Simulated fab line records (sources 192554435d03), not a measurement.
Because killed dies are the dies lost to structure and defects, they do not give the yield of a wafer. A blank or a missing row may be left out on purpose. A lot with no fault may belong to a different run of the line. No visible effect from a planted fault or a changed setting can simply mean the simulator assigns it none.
fab line records	flow n5-finfet
record: lots: 11	wafers: 33	last-day: 17
route steps=1938 shown BEOL_M11@1539 PASSIVATION@1936
lots with no fault: from the same line, run without faults
start-h: hours from the record's first day to the start of the lot's first wafer shown	wait-h: hours elapsed since this lot's preceding step	" the same as in the row above	L1.1+2: several wafers, shown together as one row	- no value present, or no start provided	* or withheld: withheld	< > ~ a bound
route shown NAME@n: NAME is a module with steps in the file, n the number in the route of the first one	usual: mean and standard deviation over wafers with no fault	same: alike in all rows	chamber/n: place in a boat	sites: per-site readings	_std_site: standard deviation across them	_edge_site: mean of outer sites minus mean of inner sites	radius-mm: how far each site lies from the wafer's centre	mask NAME#n: copy n	behind: tool/chamber where the wafer was last shaped	hold: why the lot went on hold/how many hours it stayed there/how the hold came to an end	device: the transistor (n, p or np) that didn't switch	end of line: tests of these same wafers at the route's end	for a step that has no rows: nothing shown but its recipe	killed: at the first sort, the dies lost to defects and structure; wafer yield is something else	map: a wafer's dies, marking killed ones x, the rest . and places with no die _
set.NAME: the run value of the setting; set.NAME@STEP: its run value at that earlier step	model.NAME: the simulator's own value behind a step, which no gauge read
one table for each step of the route and one row for each wafer, over a sample of lots
services: when a tool's chamber went out of use (start-h, in hours from the record's first day, below 0 if earlier), for how many hours, and the reason
== steps ==
step: N5_BEOL_M11_PECVD_70
recipe: material: SiO2	target-thk-a: 200	temp-c: 400	precursor: TEOS/O2	pressure-torr: 5.5	rf-w: 450	teos-flow-sccm: 53.8	gas: O2	flow-sccm: 3000	time-s: 22.7
usual: heater-power-w: 717/73	showerhead-plenum-p-Torr: 8.75/0.062	throttle-valve-pct: 22.2/1.1
lot.wafer	tool	chamber	start-h	wait-h	heater-power-w	showerhead-plenum-p-Torr	throttle-valve-pct
L317.1	pecvd-04	2	240.86	0.0	688	8.78	21.5
L317.2	"	1	"	"	740	8.77	21.0
L317.3	"	0	"	"	599	8.75	24.0
L322.1	pecvd-04	1	258.43	0.0	783	8.72	21.0
L322.3	"	2	"	"	837	8.76	21.8
L322.4	"	2	"	"	849	8.79	21.6
L323.2	pecvd-01	0	258.50	0.0	799	8.62	22.6
L323.4	"	0	"	"	805	8.63	22.5
L323.6	"	1	"	"	634	8.70	22.0
L321.2	pecvd-04	2	259.64	0.0	726	8.81	21.6
L321.3	"	0	"	"	625	8.75	24.2
L321.4	"	0	"	"	614	8.75	24.0
L325.1	pecvd-01	0	277.11	0.0	793	8.65	22.5
L325.4	"	1	"	"	697	8.72	22.5
L325.5	"	0	"	"	806	8.64	22.5
L332.1	pecvd-01	1	335.39	0.0	708	8.69	22.2
L332.2	"	2	"	"	680	8.75	21.8
L332.4	"	0	"	"	737	8.66	22.5
L336.4	pecvd-01	2	343.93	0.1	612	8.74	21.6
L336.5	"	0	"	"	742	8.63	22.5
L336.6	"	1	"	"	752	8.66	22.5
L337.1	pecvd-04	0	354.46	0.0	698	8.76	24.1
L337.3	"	1	"	"	841	8.72	21.0
L337.5	"	0	"	"	712	8.74	24.0
L338.3	pecvd-04	2	355.67	0.0	720	8.80	21.9
L338.4	"	1	"	"	749	8.73	20.6
L338.5	"	2	"	"	725	8.78	21.6
L339.3	pecvd-04	2	366.16	0.0	711	8.79	21.9
L339.5	"	2	"	"	720	8.82	21.6
L339.6	"	1	"	"	700	8.76	21.0
L340.1	pecvd-01	1	375.83	0.0	741	8.71	22.3
L340.3	"	0	"	"	731	8.62	22.6
L340.5	"	0	"	"	769	8.63	22.6
step: N5_BEOL_M11_PEB_26
recipe: peb-temp-c: withheld	peb-time-s: 60	resist: CAR-ArF
usual: exhaust-pa: 44.8/0.92
lot.wafer	tool	chamber	start-h	wait-h	exhaust-pa
L317.1	litho-track-05	0	243.30	0.1	44.3
L317.2	"	0	"	"	44.0
L317.3	"	0	"	"	45.1
L322.1	litho-track-03	0	260.91	0.1	44.6
L322.3	"	0	"	"	45.0
L322.4	"	0	"	"	45.4
L323.2	litho-track-04	0	262.52	0.1	44.3
L323.4	"	0	"	"	44.5
L323.6	"	0	"	"	44.3
L321.2	litho-track-04	0	262.69	0.1	42.6
L321.3	"	0	"	"	43.8
L321.4	"	0	"	"	44.3
L325.1	litho-track-04	0	280.02	0.1	45.9
L325.4	"	0	"	"	43.2
L325.5	"	0	"	"	45.4
L332.1	litho-track-03	0	339.75	0.1	45.2
L332.2	"	0	"	"	46.6
L332.4	"	0	"	"	45.6
L336.4	litho-track-03	0	345.75	0.0	44.9
L336.5	"	0	"	"	43.8
L336.6	"	0	"	"	43.4
L337.1	litho-track-03	0	359.78	0.1	46.0
L337.3	"	0	"	"	45.9
L337.5	"	0	"	"	45.7
L338.3	litho-track-03	0	362.77	0.0	44.9
L338.4	"	0	"	"	44.3
L338.5	"	0	"	"	42.6
L339.3	litho-track-05	0	370.69	0.0	45.2
L339.5	"	0	"	"	43.9
L339.6	"	0	"	"	45.9
L340.1	litho-track-05	0	380.28	0.1	44.8
L340.3	"	0	"	"	43.8
L340.5	"	0	"	"	43.2
step: N5_BEOL_M11_CD_MEAS_28
recipe: target-cd-nm: 70	landing-energy-ev: 500	detector: se-inlens	polarity: opening
usual: cd-nm: 70.3/0.91
lot.wafer	tool	chamber	start-h	wait-h	cd-nm
L317.1	cd-sem-02	0	243.37	-	69.3
L317.2	"	0	"	"	71.7
L317.3	"	0	"	"	71.1
L322.1	cd-sem-03	0	260.98	-	70.2
L322.3	"	0	"	"	69.6
L322.4	"	0	"	"	70.5
L323.2	cd-sem-02	0	262.59	-	69.0
L323.4	"	0	"	"	70.3
L323.6	"	0	"	"	70.8
L321.2	cd-sem-02	0	262.76	-	69.3
L321.3	"	0	"	"	70.7
L321.4	"	0	"	"	69.5
L325.1	cd-sem-01	0	280.08	-	70.3
L325.4	"	0	"	"	70.1
L325.5	"	0	"	"	70.9
L332.1	cd-sem-03	0	339.81	-	71.4
L332.2	"	0	"	"	70.9
L332.4	"	0	"	"	70.7
L336.4	cd-sem-03	0	345.81	-	69.9
L336.5	"	0	"	"	70.5
L336.6	"	0	"	"	70.4
L337.1	cd-sem-03	0	359.85	-	76.3
L337.3	"	0	"	"	71.2
L337.5	"	0	"	"	76.2
L338.3	cd-sem-03	0	362.83	-	71.3
L338.4	"	0	"	"	70.5
L338.5	"	0	"	"	75.7
L339.3	cd-sem-02	0	370.76	-	69.9
L339.5	"	0	"	"	69.2
L339.6	"	0	"	"	69.2
L340.1	cd-sem-01	0	380.35	-	69.8
L340.3	"	0	"	"	70.3
L340.5	"	0	"	"	69.5
step: N5_BEOL_M11_INSPECT_30
recipe: mode: adi	inspect-instrument: brightfield
usual: raw-defect-count: 424/92
lot.wafer	tool	chamber	start-h	wait-h	raw-defect-count
L317.1	defect-inspect-02	-	243.42	0.0	465
L317.2	"	-	"	"	423
L317.3	"	-	"	"	367
L322.1	defect-inspect-02	-	261.03	0.0	486
L322.3	"	-	"	"	399
L322.4	"	-	"	"	399
L323.2	defect-inspect-01	-	262.64	0.0	297
L323.4	"	-	"	"	618
L323.6	"	-	"	"	295
L321.2	defect-inspect-01	-	262.81	0.0	333
L321.3	"	-	"	"	343
L321.4	"	-	"	"	296
L325.1	defect-inspect-02	-	280.14	0.0	417
L325.4	"	-	"	"	399
L325.5	"	-	"	"	431
L332.1	defect-inspect-01	-	339.87	0.0	418
L332.2	"	-	"	"	405
L332.4	"	-	"	"	497
L336.4	defect-inspect-02	-	345.87	0.0	540
L336.5	"	-	"	"	346
L336.6	"	-	"	"	410
L337.1	defect-inspect-02	-	359.90	0.0	448
L337.3	"	-	"	"	617
L337.5	"	-	"	"	488
L338.3	defect-inspect-02	-	362.89	0.0	464
L338.4	"	-	"	"	448
L338.5	"	-	"	"	516
L339.3	defect-inspect-01	-	370.81	0.0	396
L339.5	"	-	"	"	327
L339.6	"	-	"	"	518
L340.1	defect-inspect-01	-	380.40	0.0	550
L340.3	"	-	"	"	476
L340.5	"	-	"	"	383
step: N5_BEOL_M11_STRIP_77
recipe: chemistry: N2/H2	time-s: 10	power-w: 450	temp-c: 40	pressure-mtorr: 20	rf-frequency-hz: 6e+07	bias-power-w: 7	n2-flow-sccm: 200	h2-flow-sccm: 200
usual: drypump-motor-current-A: 5.8/0.38	oes-product-au: 0.79/0.099	rf-vpp-V: 59.2/0.89	showerhead-plenum-p-Torr: 2.52/0.1	throttle-valve-pct: 23.8/0.38
lot.wafer	tool	chamber	start-h	wait-h	drypump-motor-current-A	oes-product-au	rf-hours-counter-h	rf-vpp-V	showerhead-plenum-p-Torr	throttle-valve-pct
L317.1	rie-diel-01	1	-	-	6.1	0.70	231	60.2	2.49	23.8
L317.2	"	3	"	"	5.6	0.69	209	59.5	2.61	23.8
L317.3	"	2	"	"	5.2	0.88	31	59.0	2.47	23.7
L322.1	rie-diel-06	3	-	-	6.2	0.73	185	57.9	2.52	24.3
L322.3	"	2	"	"	5.6	0.76	157	58.5	2.34	23.8
L322.4	"	3	"	"	6.2	0.73	-	59.7	2.52	24.3
L323.2	rie-diel-01	0	-	-	6.2	0.70	233	59.4	2.39	24.1
L323.4	"	3	"	"	5.6	0.70	215	60.1	2.61	23.8
L323.6	"	3	"	"	5.6	0.70	-	59.7	2.61	23.8
L321.2	rie-diel-06	0	-	-	5.6	0.72	184	57.9	2.54	24.2
L321.3	"	3	"	"	6.2	0.72	186	59.4	2.52	24.3
L321.4	"	2	"	"	5.6	0.77	-	57.9	2.34	23.8
L325.1	rie-diel-05	1	-	-	6.0	0.71	197	57.0	2.51	23.3
L325.4	"	3	"	"	6.2	0.65	244	58.6	2.62	23.8
L325.5	"	2	"	"	6.2	0.97	-	58.0	2.70	22.8
L332.1	rie-diel-06	2	-	-	5.7	0.75	180	57.3	2.33	23.9
L332.2	"	1	"	"	5.2	0.89	18	59.7	2.48	23.1
L332.4	"	3	"	"	6.2	0.71	209	59.1	2.51	24.3
L336.4	rie-diel-06	2	-	-	5.6	0.76	183	58.6	2.33	23.8
L336.5	"	2	"	"	5.6	0.75	-	57.8	2.33	23.8
L336.6	"	1	"	"	5.2	0.90	-	59.0	2.48	23.1
L337.1	rie-diel-01	0	-	-	6.2	0.94	3	62.0	2.71	23.6
L337.3	"	1	"	"	6.1	0.93	13	58.5	2.48	23.6
L337.5	"	2	"	"	5.2	0.81	-	59.5	2.46	23.7
L338.3	rie-diel-05	0	-	-	6.5	0.85	52	59.0	2.70	24.0
L338.4	"	3	"	"	6.1	0.95	12	59.9	2.61	23.6
L338.5	"	0	"	"	6.4	0.84	-	59.3	2.70	24.0
L339.3	rie-diel-01	0	-	-	6.2	0.93	6	59.2	2.70	23.6
L339.5	"	0	"	"	6.2	0.93	-	59.0	2.70	23.6
L339.6	"	1	"	"	6.1	0.92	-	60.2	2.48	23.5
L340.1	rie-diel-05	0	-	-	6.4	0.85	56	59.3	2.70	24.0
L340.3	"	1	"	"	6.0	0.70	229	59.5	2.50	23.4
L340.5	"	2	"	"	6.2	0.89	-	58.5	2.69	22.8
step: N5_PASSIVATION_PROBE_49
usual: defect-limited-yield: 91.4/1.5	killed_at_M0_to_M3: 32/9.8	killed_at_M4_up: 15/5.6	killed-at-contacts: 12/5.4	killed-at-front-end: 40/13	killed-at-other: 3.0/2.1	killed-dies: 102/17	killed-open: 67/13	killed-short: 32/7.1	sort_bin_5_function: 5.1/0.96	sort_bin_6_memory: 3.2/0.7	sort-n-pass: 1078/18	sort-yield-pct: 91.3/1.5
same: gross-dies: 1180	killed-at-back-side: 0	sort_bin_4_leakage[%]: 0	sort_bin_8_speed[%]: 0
lot.wafer	tool	chamber	start-h	wait-h	defect-limited-yield[%]	killed_at_M0_to_M3	killed_at_M4_up	killed-at-contacts	killed-at-front-end	killed-at-other	killed-dies	killed-open	killed-short	sort_bin_5_function[%]	sort_bin_6_memory[%]	sort-n-pass	sort-yield-pct[%]
L323.2	prober-02	-	310.38	0.1	90.4	45	16	13	35	4	113	82	31	4.7	4.6	1067	90.4
L323.4	prober-02	-	310.48	0.2	88.2	37	13	13	73	3	139	88	44	6.5	4.6	1041	88.2
L332.1	prober-02	-	384.38	0.0	89.4	47	20	16	40	2	125	83	41	7.0	3.1	1055	89.4
L332.2	prober-02	-	384.43	0.1	90.2	35	7	19	52	3	116	77	28	5.6	3.2	1064	90.2
L338.5	prober-02	-	409.03	0.2	88.5	49	17	14	55	1	136	80	50	6.9	3.6	1044	88.5
killed by level:class
L323.2 BEOL_M2:geometric-particle:open=15 MOL_CONTACT_COAG:geometric-particle:open=12 BEOL_M4:geometric-particle:open=10 BEOL_M3:geometric-particle:open=9 STI_FIN_REVEAL:geometric-particle:open=8 FIN_SAQP:geometric-particle:short=7 DUMMY_GATE:geometric-particle:open=7 BEOL_M0_SAQP:geometric-particle:short=6
L323.4 STI_FIN_REVEAL:geometric-particle:open=30 BEOL_M1:geometric-particle:open=15 FIN_SAQP:geometric-particle:short=12 MOL_CONTACT_COAG:geometric-particle:open=9 HKMG_FIN:area-etch=7 FIN_SAQP:geometric-particle:open=6 STI_FIN_REVEAL:geometric-particle:short=6 BEOL_M4:geometric-particle:short=6
L332.1 BEOL_M3:geometric-particle:open=15 MOL_CONTACT_COAG:geometric-particle:open=13 BEOL_M4:geometric-particle:open=12 BEOL_M0_SAQP:geometric-particle:short=9 STI_FIN_REVEAL:geometric-particle:open=8 BEOL_M2:geometric-particle:open=7 FIN_SAQP:geometric-particle:short=6 BEOL_M0:geometric-particle:open=6
L332.2 MOL_CONTACT_COAG:geometric-particle:open=17 BEOL_M2:geometric-particle:open=11 STI_FIN_REVEAL:geometric-particle:open=10 DUMMY_GATE:geometric-particle:open=10 HKMG_FIN:area-etch=9 BEOL_M1:geometric-particle:open=8 GATE_CUT:geometric-particle:short=6 BEOL_M3:geometric-particle:open=6
L338.5 BEOL_M3:geometric-particle:open=15 MOL_CONTACT_COAG:geometric-particle:open=12 BEOL_M0_SAQP:geometric-particle:short=11 STI_FIN_REVEAL:geometric-particle:open=10 FIN_SAQP:geometric-particle:open=9 BEOL_M0_SAQP:geometric-particle:open=7 FIN_SAQP:geometric-particle:short=6 GATE_CUT:geometric-particle:short=6
== services ==
tool	chamber	start-h	hours	kind
rie-diel-05	1	244.64	5.5	repair
rie-diel-01	0	249.43	3.8	repair
rie-diel-05	2	250.16	-	clean
rie-diel-06	1	259.30	-	clean
rie-diel-06	1	259.30	-	consumable-replace:focus-ring
rie-diel-06	1	259.30	16.3	scheduled-down
rie-diel-06	1	259.30	16.3	vent-cycle
rie-diel-01	2	265.90	16.8	repair
litho-track-03	-	277.37	-	consumable-replace:filter
rie-diel-01	1	303.50	-	clean
rie-diel-01	1	303.50	-	consumable-replace:focus-ring
rie-diel-01	1	303.50	23.9	scheduled-down
rie-diel-01	1	303.50	23.9	vent-cycle
rie-diel-01	0	327.72	-	clean
rie-diel-01	0	327.72	-	consumable-replace:focus-ring
rie-diel-01	0	327.72	-	consumable-replace:showerhead
rie-diel-01	0	327.72	23.3	scheduled-down
rie-diel-01	0	327.72	23.3	vent-cycle
rie-diel-01	3	354.42	-	clean
rie-diel-01	3	354.42	-	consumable-replace:focus-ring
rie-diel-01	3	354.42	17.7	scheduled-down
rie-diel-01	3	354.42	17.7	vent-cycle
rie-diel-05	-	370.65	0.8	repair
rie-diel-06	2	372.79	4.4	repair
== key ==
first-sign: step: N5_BEOL_M11_CD_MEAS_28	reading: cd-nm	direction: up	sigmas: 6.4	usual: 70.3	struck: 76.0
effect none on later readings
met-at N5_BEOL_M11_PEB_26
struck-lots L337,L338
struck-wafers L337.1,L337.5,L338.5
not-acting-at N5_BEOL_M11_PECVD_70,N5_BEOL_M11_INSPECT_30,N5_BEOL_M11_STRIP_77
onset-between 345.75 359.78
fault: kind: process-parameter-drift	tool: litho-track-03	chamber: -	onset-h: 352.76	steps: N5_BEOL_M11_PEB_26	channel: peb-time-s	offset: *	shape: step	end-h: 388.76	scope: struck-wafers-only	acts-in: *	stated: *
